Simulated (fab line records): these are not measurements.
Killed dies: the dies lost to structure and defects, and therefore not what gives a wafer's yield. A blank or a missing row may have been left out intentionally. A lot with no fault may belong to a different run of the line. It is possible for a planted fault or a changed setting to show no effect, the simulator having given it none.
Chamber matching ; flow n5Finfet ; uvCure-02 running N5_BEOL_M8_CURE_74: 3 sister chambers
The step cures SiCOH lowk, time 240 s. 3 wafers are shown with their chamber, then 7 later ones without.

== WAFERS, EACH WITH ITS CHAMBER ==
wafer;chamber;wafer_temp_C_max
L078.6;2;386.6
L083.6;1;388.1
L089.4;0;386.9

== WAFERS WITH NO CHAMBER GIVEN ==
wafer;wafer_temp_C_max
L089.5;387.2
L095.2;388.2
L095.4;387.6
L095.5;387.1
L097.1;386.2
L097.2;386.6
L097.3;388.1

== THE CHAMBER EACH PASSED THROUGH ==
wafer;from the rows above;in truth
L089.5;can't be placed: 0 or 2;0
L095.2;1;1
L095.4;can't be placed: 1 or 0 or 2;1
L095.5;can't be placed: 0 or 2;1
L097.1;can't be placed: 2 or 0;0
L097.2;can't be placed: 2 or 0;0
L097.3;1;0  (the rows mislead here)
Correctly placed: 1 of 7. Cannot be placed on the basis of these rows: 5; the candidates contain the true chamber in 4. Wrongly placed: 1.
How it was worked out, from the rows above alone: a wafer's distance from a chamber is the root of the sum, over the readings, of the square of ((its reading less the chamber's mean) divided by the reading's scatter). If the next closest chamber is less than 2 further off than the closest, the wafer can't be placed; otherwise it belongs to the closest. For every chamber, the mean is computed from those of its wafers that are shown. The scatter: with one shown wafer a chamber, the root of the mean of the squares of how far each hidden wafer lies from its nearest shown one.
